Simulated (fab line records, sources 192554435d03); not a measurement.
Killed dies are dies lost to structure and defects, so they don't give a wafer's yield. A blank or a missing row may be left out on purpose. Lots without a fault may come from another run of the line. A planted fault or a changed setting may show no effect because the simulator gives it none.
fab line records | flow n5_finfet
record lots=4 wafers=12 last_day=19
route steps=1938 shown BEOL_M4@1099 BEOL_M5@1112 BEOL_M12@1637 PASSIVATION@1936
lots that met no fault: from a run of the same line without faults
start_h: hours from the record's first day to the start of the lot's first wafer shown | wait_h: hours since the lot's step before | " the same as in the row above | L1.1+2: a row that stands for several wafers | - no value, or no start given | * or withheld: withheld | < > ~ a bound
route shown NAME@n: a module of which the file shows steps, and the number in the route of the first | usual: mean/standard deviation of fault-free wafers | same: alike in all rows | chamber/n: place in a boat | sites: the reading at each site | _std_site: their standard deviation | _edge_site: outer sites' mean less inner sites' | radius_mm: how far each site lies from the wafer's centre | mask NAME#n: copy n | behind: the tool/chamber that last shaped the wafer | hold: why the lot was held/for how many hours/how that ended | device: the transistor (n, p or np) that didn't switch | end of line: the same wafers' tests at the end of the route | a step without rows: its recipe alone | killed: dies lost to structure and defects at the first sort, not the wafer's yield | map: a wafer's dies, x killed, . not, _ none there
set.NAME: the setting as run; set.NAME@STEP: as run at that earlier step | model.NAME: the simulator's own value behind a step, which no gauge read
lots at some steps of the route; a table a step, a row a wafer
services: from which hour (start_h, from the record's first day; less than 0 if before it) a tool's chamber was out of use, for how many hours, and why
## steps
# step N5_BEOL_M4_ANNEAL_95
# recipe temp_c=400 time_s=240 ambient=vacuum
# step N5_BEOL_M4_SPUTTER_96
# recipe material=Cu target_thk_a=45 temp_c=-20 chamber_pressure_pa=0.07 power_w=withheld time_s=8.29
# step N5_BEOL_M4_ECD_50
# recipe material=Cu target_thk_a=3000
# step N5_BEOL_M4_ANNEAL_51
# recipe temp_c=225 time_s=90 ambient=N2
# step N5_BEOL_M4_CMP_52
# recipe stop_on=SiOC t_overpolish_s=6.8 down_force_psi=1 platen_rpm=50 clearing_platen_down_force_psi=1.5 clearing_platen_rpm=50 post_cmp_clean=cu_alkaline target_thk_nm=40 clearing_platen_pad_velocity_m_s=0.99484 pad_velocity_m_s=0.99484
# step N5_BEOL_M4_PRE_CLEAN_60
# recipe gas=NH3/H2 time_s=15 temp_c=* rf_power_w=300
# step N5_BEOL_M4_CO_CAP_55
# recipe material=Co target_thk_a=20 temp_c=200 precursor=CCTBA/H2 pressure_torr=30 time_s=102.1
# step N5_BEOL_M4_PRE_CLEAN_56
# recipe gas=NH3 time_s=15 temp_c=withheld rf_power_w=300
# step N5_BEOL_M4_DEP_57
# recipe material=SiCN target_thk_a=80 temp_c=withheld precursor=3MS/NH3 pressure_torr=3 rf_w=202 time_s=14
# step N5_BEOL_M4_RC_MEAS_101
# usual DIBL_N=36.0/2.2 DIBL_P=36.2/2.4 IOFF_N=0.16/0.035 IOFF_P=0.21/0.037 ION_N=672/13 ION_P=461/7 SS_N=71.4/0.69 SS_P=73.2/0.75 VT_N=250/3.4 VT_P=-251/3
# columns lot.wafer tool chamber start_h wait_h DIBL_N[mV/V] DIBL_P[mV/V] IOFF_N[nA/um] IOFF_P[nA/um] ION_N[uA/um] ION_P[uA/um] SS_N[mV/dec] SS_P[mV/dec] VT_N[mV] VT_P[mV]
L987.1 prober-01 0 207.81 0.1 36.6 36.3 0.14 0.21 674 464 71.2 72.9 252 -248
L987.5 " 0 " " 34.6 33.4 0.10 0.17 655 461 70.7 71.9 259 -250
L987.6 " 0 " " 36.5 36.1 0.13 0.21 671 468 71.8 72.7 252 -248
L991.2 prober-02 0 235.85 0.2 37.9 39.0 0.19 0.27 677 463 71.8 74.1 246 -249
L991.3 " 0 " " 34.0 33.4 0.13 0.17 679 462 69.7 72.4 249 -250
L991.5 " 0 " " 38.6 39.8 0.23 0.29 692 477 71.1 74.2 241 -245
L992.2 prober-01 0 240.85 0.2 36.1 36.7 0.15 0.19 676 460 71.7 73.5 249 -252
L992.4 " 0 " " 35.8 36.0 0.15 0.18 647 445 72.5 73.0 253 -253
L992.5 " 0 " " 37.6 37.9 0.18 0.22 682 462 71.8 73.2 248 -251
L106.1 prober-02 0 338.03 0.0 31.7 32.4 0.11 0.14 658 455 70.7 72.2 257 -258
L106.2 " 0 " " 32.4 33.1 0.11 0.15 669 459 70.8 72.2 255 -256
L106.6 " 0 " " 31.6 31.1 0.11 0.13 657 447 70.8 71.9 253 -255
# step N5_BEOL_M5_ILD_DEP_00
# recipe material=SiCOH_lowk target_thk_a=1406.4 temp_c=300 precursor=DEMS/porogen pressure_torr=5 rf_w=500 time_s=25.9
# step N5_BEOL_M5_CURE_79
# recipe temp_c=385 time_s=240 ambient=He/Ar material=SiCOH_lowk
# step N5_BEOL_M5_PECVD_70
# recipe material=SiO2 target_thk_a=160 temp_c=400 precursor=TEOS/O2 pressure_torr=5.5 rf_w=450 teos_flow_sccm=53.8 gas=O2 flow_sccm=3000 time_s=18
# step N5_BEOL_M5_HM_DEP_02
# recipe material=TiN target_thk_a=200 temp_c=25 chamber_pressure_pa=0.49996
# step N5_BEOL_M5_COAT_59
# recipe resist=SOC temp_c=250 time_s=60 spin_rpm=1500 resist_thk_nm=60
# step N5_BEOL_M5_COAT_60
# recipe resist=SiARC temp_c=220 time_s=60 spin_rpm=1500 resist_thk_nm=12
# step N5_BEOL_M5_COAT_71
# recipe resist=underlayer temp_c=205 time_s=60 spin_rpm=1500 resist_thk_nm=5
# step N5_BEOL_M5_COAT_05
# recipe resist=CAR-EUV spin_rpm=1500 resist_thk_nm=30
# step N5_BEOL_M5_EBR_07
# recipe solvent=PGMEA ebr_width_mm=1.5
# step N5_BEOL_M5_SOFTBAKE_06
# recipe temp_c=110 time_s=60 resist=CAR-EUV
# step N5_BEOL_M5_EXPOSE_08
# recipe mask_id=M5 na=0.33 source_shape=annular sigma_inner=0.4 sigma_outer=0.8 polarization=unpolarized target_cd_nm=28 dose_mj=35.75
# step N5_BEOL_M5_PEB_09
# recipe peb_temp_c=100 peb_time_s=60 resist=CAR-EUV
# step N5_BEOL_M5_DEVELOP_10
# recipe develop_time_s=30 developer=TMAH resist=CAR-EUV rinse_liquid=surfactant_rinse dry=air_spin dev_temp_c=23
# step N5_BEOL_M5_DESCUM_16
# recipe chemistry=O2 time_s=7 source_power_w=50 bias_power_w=20 pressure_mtorr=20 rf_frequency_hz=2.712e+07 temp_c=40 resist=CAR-EUV o2_flow_sccm=225
# step N5_BEOL_M5_ETCH_72
# recipe chemistry=N2/H2 target=underlayer target_depth_a=65 mask_material=CAR-EUV time_s=5.2 ion_energy_ev=200 pressure_mtorr=30 source_w=840 bias_w=150 n2_flow_sccm=200 h2_flow_sccm=200 ends=cleared
# step N5_BEOL_M5_ETCH_61
# recipe chemistry=CF4 target=SiARC target_depth_a=156 mask_material=CAR-EUV time_s=26 ion_energy_ev=80 pressure_mtorr=40 source_w=545 bias_w=36 Ar_flow_sccm=100 cf4_flow_sccm=100 ends=cleared
# step N5_BEOL_M5_ETCH_62
# recipe chemistry=N2/H2 target=SOC target_depth_a=750 overetch_a=150 mask_material=SiARC temp_c=40 time_s=112.5 ion_energy_ev=200 pressure_mtorr=30 source_w=840 bias_w=150 n2_flow_sccm=200 h2_flow_sccm=200
# step N5_BEOL_M5_STRIP_63
# recipe chemistry=N2/H2 temp_c=40 n2_flow_sccm=200 h2_flow_sccm=200 rf_frequency_hz=6e+07
# step N5_BEOL_M5_STRIP_73
# recipe chemistry=N2/H2 temp_c=40 n2_flow_sccm=200 h2_flow_sccm=200 rf_frequency_hz=6e+07
# step N5_BEOL_M5_STRIP_64
# recipe chemistry=CF4 resist=SiARC power_w=300 bias_power_w=75 pressure_mtorr=50 cf4_flow_sccm=150 rf_frequency_hz=6e+07
# step N5_BEOL_M5_HM_OPEN_17
# recipe chemistry=Cl2/BCl3 target_depth_a=200 overetch_a=60 target=TiN mask_material=SOC ion_energy_ev=150 pressure_mtorr=10 icp_w=1000 bias_w=126 Cl2_flow_sccm=53.25 bcl3_flow_sccm=21.75 Ar_flow_sccm=25
# step N5_BEOL_M5_STRIP_19
# recipe chemistry=O2 power_w=400 temp_c=40 pressure_mtorr=30 rf_frequency_hz=6e+07 bias_power_w=0 overash_fraction=0.2 o2_flow_sccm=225
# step N5_BEOL_M5_COAT_65
# recipe resist=SOC temp_c=250 time_s=60 spin_rpm=1500 resist_thk_nm=60
# step N5_BEOL_M5_COAT_66
# recipe resist=SiARC temp_c=220 time_s=60 spin_rpm=1500 resist_thk_nm=12
# step N5_BEOL_M12_ETCH_68
# recipe chemistry=N2/H2 target=SOC mask_material=SiARC source_w=3000 bias_w=350 temp_c=40 time_s=285 ion_energy_ev=200 pressure_mtorr=30 n2_flow_sccm=200 h2_flow_sccm=200
# usual bias_w=350.0/1.1 chamber_pressure_mTorr=29.995/0.029 drypump_motor_current_A=5.6/0.51 oes_product_au=0.80/0.076 rf_vpp_V=523.7/2.8 showerhead_plenum_p_Torr=2.54/0.097 throttle_valve_pct=17.69/0.22
# columns lot.wafer tool chamber start_h wait_h bias_w chamber_pressure_mTorr drypump_motor_current_A oes_product_au rf_hours_counter_h rf_vpp_V showerhead_plenum_p_Torr throttle_valve_pct model.coat_of_BEOL_M12_COAT_22.thk_nm model.SiARC_of_BEOL_M12_COAT_66.thk_nm
L987.1 rie_diel-03 3 274.98 0.1 351.9 29.996 5.7 0.77 128 519.8 2.44 17.68 0 86.4
L987.5 " 3 " " 352.6 29.946 5.7 0.77 - 521.4 2.44 17.66 0 86.4
L987.6 " 0 " " 350.9 29.959 5.1 0.75 - 526.1 2.63 17.73 0 86.4
L991.2 rie_diel-03 0 302.28 0.1 - - - - - - - - 210.8 109.6
L991.3 " 2 " " - - - - - - - - 211.4 110
L991.5 " 0 " " - - - - - - - - 211.8 110
L992.2 rie_diel-06 2 310.08 0.1 - - - - - - - - 210 110.6
L992.4 " 1 " " - - - - - - - - 210.2 110.4
L992.5 " 0 " " - - - - - - - - 210.8 110
L106.1 rie_diel-04 0 410.68 0.1 351.5 29.957 5.0 0.73 181 519.5 2.42 17.94 0 86.4
L106.2 " 2 " " 349.9 29.972 6.8 0.89 35 522.2 2.48 17.86 0 86
L106.6 " 3 " " 350.8 30.003 5.8 0.89 - 521.5 2.49 17.24 0 86
# step N5_PASSIVATION_PROBE_49
# usual defect_limited_yield=91.2/1.4 killed_at_M0_to_M3=34/9.4 killed_at_M4_up=14/5.6 killed_at_contacts=13/7.8 killed_at_front_end=37/10 killed_at_other=4/3.3 killed_dies=103/17 killed_on_rim=14/3.5 killed_open=68/13 killed_short=33/8.2 sort_bin_5_function=5.1/0.92 sort_bin_6_memory=3.3/0.71 sort_n_pass=1077/17 sort_yield_pct=91.2/1.4
# same gross_dies=1180 killed_at_back_side=0 sort_bin_4_leakage[%]=0 sort_bin_8_speed[%]=0
# columns lot.wafer tool chamber start_h wait_h defect_limited_yield[%] killed_at_M0_to_M3 killed_at_M4_up killed_at_contacts killed_at_front_end killed_at_other killed_dies killed_on_rim killed_open killed_short sort_bin_5_function[%] sort_bin_6_memory[%] sort_n_pass sort_yield_pct[%]
L987.1 prober-02 - 309.04 0.0 87.3 29 23 24 70 4 150 22 97 53 6.7 5.3 1030 87.3
L987.5 prober-02 - 309.24 0.2 90.8 34 25 10 38 2 109 12 69 40 5.0 3.6 1071 90.8
L987.6 prober-02 - 309.29 0.3 90.8 28 19 11 44 6 108 16 65 43 4.7 3.9 1072 90.8
L991.2 prober-02 - 343.88 0.1 0 20 1104 8 45 3 1180 152 59 24 96.8 3.1 0 0
L991.3 prober-02 - 343.93 0.1 0 24 1094 12 44 6 1180 152 67 33 97.0 2.8 0 0
L991.5 prober-02 - 344.03 0.2 0 25 1086 10 52 7 1180 152 78 34 96.3 3.3 0 0
L992.2 prober-02 - 347.19 0.1 0 22 1119 8 30 1 1180 152 45 27 97.4 2.4 0 0
L992.4 prober-02 - 347.29 0.2 0 49 1076 17 38 0 1180 152 74 41 95.8 3.6 0 0
L992.5 prober-02 - 347.34 0.2 0 30 1115 8 24 3 1180 152 43 23 97.4 2.2 0 0
# killed by level:class
L987.1 STI_FIN_REVEAL:geometric_particle:open=21 FIN_SAQP:geometric_particle:short=18 MOL_CONTACT_COAG:geometric_particle:open=18 FIN_SAQP:geometric_particle:open=12 BEOL_M4:geometric_particle:open=11 BEOL_M4:geometric_particle:short=8 BEOL_M0_SAQP:geometric_particle:open=7 MOL_CONTACT_COAG:geometric_particle:short=6
L987.5 BEOL_M4:geometric_particle:open=12 MOL_CONTACT_COAG:geometric_particle:open=9 BEOL_M0_SAQP:geometric_particle:short=9 FIN_SAQP:geometric_particle:short=8 STI_FIN_REVEAL:geometric_particle:open=8 BEOL_M2:geometric_particle:open=7 BEOL_M0_SAQP:geometric_particle:open=6 STARTING-WAFER:geometric_particle:short=6
L987.6 BEOL_M0_SAQP:geometric_particle:short=12 BEOL_M4:geometric_particle:open=12 STI_FIN_REVEAL:geometric_particle:open=11 FIN_SAQP:geometric_particle:open=9 MOL_CONTACT_COAG:geometric_particle:open=8 FIN_SAQP:geometric_particle:short=6 BEOL_M1:geometric_particle:open=5 STARTING-WAFER:geometric_particle:open=5
L991.2 BEOL_M12:area_etch=1095 STI_FIN_REVEAL:geometric_particle:open=16 MOL_CONTACT_COAG:geometric_particle:open=7 BEOL_M0_SAQP:geometric_particle:short=6 FIN_SAQP:geometric_particle:short=4 BEOL_M0_SAQP:geometric_particle:open=4 STI_FIN_REVEAL:geometric_particle:short=3 DUMMY_GATE:geometric_particle:open=3
L991.3 BEOL_M12:area_etch=1080 STI_FIN_REVEAL:geometric_particle:open=12 MOL_CONTACT_COAG:geometric_particle:open=10 FIN_SAQP:geometric_particle:open=8 BEOL_M0_SAQP:geometric_particle:short=8 FIN_SAQP:geometric_particle:short=6 GATE_CUT:geometric_particle:short=6 BEOL_M5:geometric_particle:open=5
L991.5 BEOL_M12:area_etch=1067 STI_FIN_REVEAL:geometric_particle:open=17 MOL_CONTACT_COAG:geometric_particle:open=10 BEOL_M0_SAQP:geometric_particle:open=9 FIN_SAQP:geometric_particle:open=7 STI_FIN_REVEAL:geometric_particle:short=7 BEOL_M4:geometric_particle:open=6 ILD0:geometric_particle:open=4
L992.2 BEOL_M12:area_etch=1108 BEOL_M3:geometric_particle:open=8 BEOL_M4:geometric_particle:open=6 ILD0:geometric_particle:short=5 MOL_CONTACT_COAG:geometric_particle:open=5 STARTING-WAFER:geometric_particle:open=5 DUMMY_GATE:geometric_particle:open=4 STARTING-WAFER:geometric_particle:short=4
L992.4 BEOL_M12:area_etch=1064 BEOL_M0_SAQP:geometric_particle:short=15 MOL_CONTACT_COAG:geometric_particle:open=13 STI_FIN_REVEAL:geometric_particle:open=12 BEOL_M0:geometric_particle:short=8 DUMMY_GATE:geometric_particle:open=7 BEOL_M0_SAQP:geometric_particle:open=7 BEOL_M3:geometric_particle:open=6
L992.5 BEOL_M12:area_etch=1114 BEOL_M0_SAQP:geometric_particle:open=13 FIN_SAQP:geometric_particle:short=4 STI_FIN_REVEAL:geometric_particle:open=4 MOL_CONTACT_COAG:geometric_particle:short=4 MOL_CONTACT_COAG:geometric_particle:open=4 BEOL_M0_SAQP:geometric_particle:short=4 BEOL_M2:geometric_particle:open=4
# map L991.2 (x killed, . not)
_________________xxxxxxxxxxxx________________
______________xxxxxxxxxxxxxxxxxx_____________
___________xxxxxxxxxxxxxxxxxxxxxxxx__________
__________xxxxxxxxxxxxxxxxxxxxxxxxxx_________
________xxxxxxxxxxxxxxxxxxxxxxxxxxxxxx_______
_______xxxxxxxxxxxxxxxxxxxxxxxxxxxxxxxx______
______xxxxxxxxxxxxxxxxxxxxxxxxxxxxxxxxxx_____
_____xxxxxxxxxxxxxxxxxxxxxxxxxxxxxxxxxxxx____
____xxxxxxxxxxxxxxxxxxxxxxxxxxxxxxxxxxxxxx___
___xxxxxxxxxxxxxxxxxxxxxxxxxxxxxxxxxxxxxxxx__
___xxxxxxxxxxxxxxxxxxxxxxxxxxxxxxxxxxxxxxxx__
__xxxxxxxxxxxxxxxxxxxxxxxxxxxxxxxxxxxxxxxxxx_
__xxxxxxxxxxxxxxxxxxxxxxxxxxxxxxxxxxxxxxxxxx_
_xxxxxxxxxxxxxxxxxxxxxxxxxxxxxxxxxxxxxxxxxxxx
_xxxxxxxxxxxxxxxxxxxxxxxxxxxxxxxxxxxxxxxxxxxx
_xxxxxxxxxxxxxxxxxxxxxxxxxxxxxxxxxxxxxxxxxxxx
_xxxxxxxxxxxxxxxxxxxxxxxxxxxxxxxxxxxxxxxxxxxx
_xxxxxxxxxxxxxxxxxxxxxxxxxxxxxxxxxxxxxxxxxxxx
_xxxxxxxxxxxxxxxxxxxxxxxxxxxxxxxxxxxxxxxxxxxx
_xxxxxxxxxxxxxxxxxxxxxxxxxxxxxxxxxxxxxxxxxxxx
_xxxxxxxxxxxxxxxxxxxxxxxxxxxxxxxxxxxxxxxxxxxx
__xxxxxxxxxxxxxxxxxxxxxxxxxxxxxxxxxxxxxxxxxx_
__xxxxxxxxxxxxxxxxxxxxxxxxxxxxxxxxxxxxxxxxxx_
___xxxxxxxxxxxxxxxxxxxxxxxxxxxxxxxxxxxxxxxx__
___xxxxxxxxxxxxxxxxxxxxxxxxxxxxxxxxxxxxxxxx__
____xxxxxxxxxxxxxxxxxxxxxxxxxxxxxxxxxxxxxx___
_____xxxxxxxxxxxxxxxxxxxxxxxxxxxxxxxxxxxx____
______xxxxxxxxxxxxxxxxxxxxxxxxxxxxxxxxxx_____
_______xxxxxxxxxxxxxxxxxxxxxxxxxxxxxxxx______
________xxxxxxxxxxxxxxxxxxxxxxxxxxxxxx_______
__________xxxxxxxxxxxxxxxxxxxxxxxxxx_________
___________xxxxxxxxxxxxxxxxxxxxxxxx__________
______________xxxxxxxxxxxxxxxxxx_____________
_________________xxxxxxxxxxxx________________
# map L992.2 (x killed, . not)
_________________xxxxxxxxxxxx________________
______________xxxxxxxxxxxxxxxxxx_____________
___________xxxxxxxxxxxxxxxxxxxxxxxx__________
__________xxxxxxxxxxxxxxxxxxxxxxxxxx_________
________xxxxxxxxxxxxxxxxxxxxxxxxxxxxxx_______
_______xxxxxxxxxxxxxxxxxxxxxxxxxxxxxxxx______
______xxxxxxxxxxxxxxxxxxxxxxxxxxxxxxxxxx_____
_____xxxxxxxxxxxxxxxxxxxxxxxxxxxxxxxxxxxx____
____xxxxxxxxxxxxxxxxxxxxxxxxxxxxxxxxxxxxxx___
___xxxxxxxxxxxxxxxxxxxxxxxxxxxxxxxxxxxxxxxx__
___xxxxxxxxxxxxxxxxxxxxxxxxxxxxxxxxxxxxxxxx__
__xxxxxxxxxxxxxxxxxxxxxxxxxxxxxxxxxxxxxxxxxx_
__xxxxxxxxxxxxxxxxxxxxxxxxxxxxxxxxxxxxxxxxxx_
_xxxxxxxxxxxxxxxxxxxxxxxxxxxxxxxxxxxxxxxxxxxx
_xxxxxxxxxxxxxxxxxxxxxxxxxxxxxxxxxxxxxxxxxxxx
_xxxxxxxxxxxxxxxxxxxxxxxxxxxxxxxxxxxxxxxxxxxx
_xxxxxxxxxxxxxxxxxxxxxxxxxxxxxxxxxxxxxxxxxxxx
_xxxxxxxxxxxxxxxxxxxxxxxxxxxxxxxxxxxxxxxxxxxx
_xxxxxxxxxxxxxxxxxxxxxxxxxxxxxxxxxxxxxxxxxxxx
_xxxxxxxxxxxxxxxxxxxxxxxxxxxxxxxxxxxxxxxxxxxx
_xxxxxxxxxxxxxxxxxxxxxxxxxxxxxxxxxxxxxxxxxxxx
__xxxxxxxxxxxxxxxxxxxxxxxxxxxxxxxxxxxxxxxxxx_
__xxxxxxxxxxxxxxxxxxxxxxxxxxxxxxxxxxxxxxxxxx_
___xxxxxxxxxxxxxxxxxxxxxxxxxxxxxxxxxxxxxxxx__
___xxxxxxxxxxxxxxxxxxxxxxxxxxxxxxxxxxxxxxxx__
____xxxxxxxxxxxxxxxxxxxxxxxxxxxxxxxxxxxxxx___
_____xxxxxxxxxxxxxxxxxxxxxxxxxxxxxxxxxxxx____
______xxxxxxxxxxxxxxxxxxxxxxxxxxxxxxxxxx_____
_______xxxxxxxxxxxxxxxxxxxxxxxxxxxxxxxx______
________xxxxxxxxxxxxxxxxxxxxxxxxxxxxxx_______
__________xxxxxxxxxxxxxxxxxxxxxxxxxx_________
___________xxxxxxxxxxxxxxxxxxxxxxxx__________
______________xxxxxxxxxxxxxxxxxx_____________
_________________xxxxxxxxxxxx________________
## services
# columns tool chamber start_h hours kind
rie_diel-03 1 265.87 8.3 repair
rie_diel-04 2 281.12 - clean
rie_diel-04 2 281.12 - consumable_replace:focus_ring
rie_diel-04 2 281.12 32.3 scheduled_down
rie_diel-04 2 281.12 32.3 vent_cycle
rie_diel-03 0 314.36 19.1 repair
rie_diel-03 1 319.35 9.5 repair
rie_diel-06 0 335.30 4.4 repair
rie_diel-03 3 338.59 11.0 repair
rie_diel-04 3 341.90 - clean
rie_diel-04 3 341.90 - consumable_replace:focus_ring
rie_diel-04 3 341.90 15.6 scheduled_down
rie_diel-04 3 341.90 15.6 vent_cycle
rie_diel-04 2 358.26 6.6 repair
rie_diel-06 2 379.85 11.7 repair
rie_diel-03 2 380.00 12.7 repair
rie_diel-04 1 384.22 - clean
rie_diel-04 1 384.22 - consumable_replace:focus_ring
rie_diel-04 1 384.22 - consumable_replace:showerhead
rie_diel-04 1 384.22 16.0 scheduled_down
rie_diel-04 1 384.22 16.0 vent_cycle
rie_diel-06 0 386.76 22.5 repair
rie_diel-03 2 394.52 8.1 repair
rie_diel-06 - 396.50 0.7 repair
## key
first_sign step=N5_BEOL_M12_ETCH_68 reading=tool_record direction=missing
effect step=N5_PASSIVATION_PROBE_49 reading=killed_at_M4_up direction=up sigmas=99+ usual=14 struck=1099
model_effect step=N5_BEOL_M12_ETCH_68 value=coat_of_BEOL_M12_COAT_22.thk_nm without=0 struck=210.8
more_kills_born_at N5_BEOL_M12_ETCH_68@rie_diel-06=3286 N5_BEOL_M12_ETCH_68@rie_diel-03=3242
met_at N5_BEOL_M12_ETCH_68
struck_wafers L991.2,L991.3,L991.5,L992.2,L992.4,L992.5
later_rows_left_out L991.2,L991.3,L991.5,L992.2,L992.4,L992.5
onset_between 274.98 302.28
fault kind=skipped_step_whole tool=rie_diel-03,rie_diel-06 chamber=- onset_h=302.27 steps=N5_BEOL_M12_ETCH_68 scope=struck_lots_only
# later_rows_left_out: the simulator's readings of these wafers behind a module that went badly wrong aren't trusted and aren't shown, but for the sort
